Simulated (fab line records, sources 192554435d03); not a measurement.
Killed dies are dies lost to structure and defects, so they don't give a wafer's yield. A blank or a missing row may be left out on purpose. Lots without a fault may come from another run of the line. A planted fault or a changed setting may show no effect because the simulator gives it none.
Chamber matching | flow n5_finfet | N5_BEOL_M5_CURE_80 on uv_cure-01: 3 sister chambers
The step cures SiCOH lowk, time 120 s. 3 wafers are shown with their chamber, then 7 later ones without.

WAFERS WITH THEIR CHAMBER
wafer  | chamber | wafer_temp_C_max
L079.4 | 1       | 371.0
L082.5 | 0       | 371.8
L085.3 | 2       | 372.5

WAFERS WITHOUT THEIR CHAMBER
wafer  | wafer_temp_C_max
L085.4 | 372.0
L088.1 | 371.4
L088.2 | 372.0
L088.5 | 371.8
L096.2 | 370.9
L096.4 | 371.6
L096.5 | 371.6

WHICH CHAMBER EACH WENT THROUGH
wafer  | from the rows above     | in truth
L085.4 | can't be placed: 0 or 2 | 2
L088.1 | can't be placed: 1 or 0 | 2
L088.2 | can't be placed: 0 or 2 | 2
L088.5 | 0                       | 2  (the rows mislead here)
L096.2 | 1                       | 1
L096.4 | can't be placed: 0 or 1 | 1
L096.5 | can't be placed: 0 or 1 | 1
Placed correctly: 1 of 7. Can't be placed from these rows: 5 (the true chamber is among the candidates in 4). Placed wrongly: 1.
How it was worked out, from the rows above alone: a wafer's distance from a chamber is the root of the sum, over the readings, of the square of ((its reading less the chamber's mean) divided by the reading's scatter). The wafer belongs to the nearest chamber; if the next one is less than 2 further off, it can't be placed. A chamber's mean is the mean of its shown wafers. The scatter: with one shown wafer a chamber, the root of the mean of the squares of how far each hidden wafer lies from its nearest shown one.
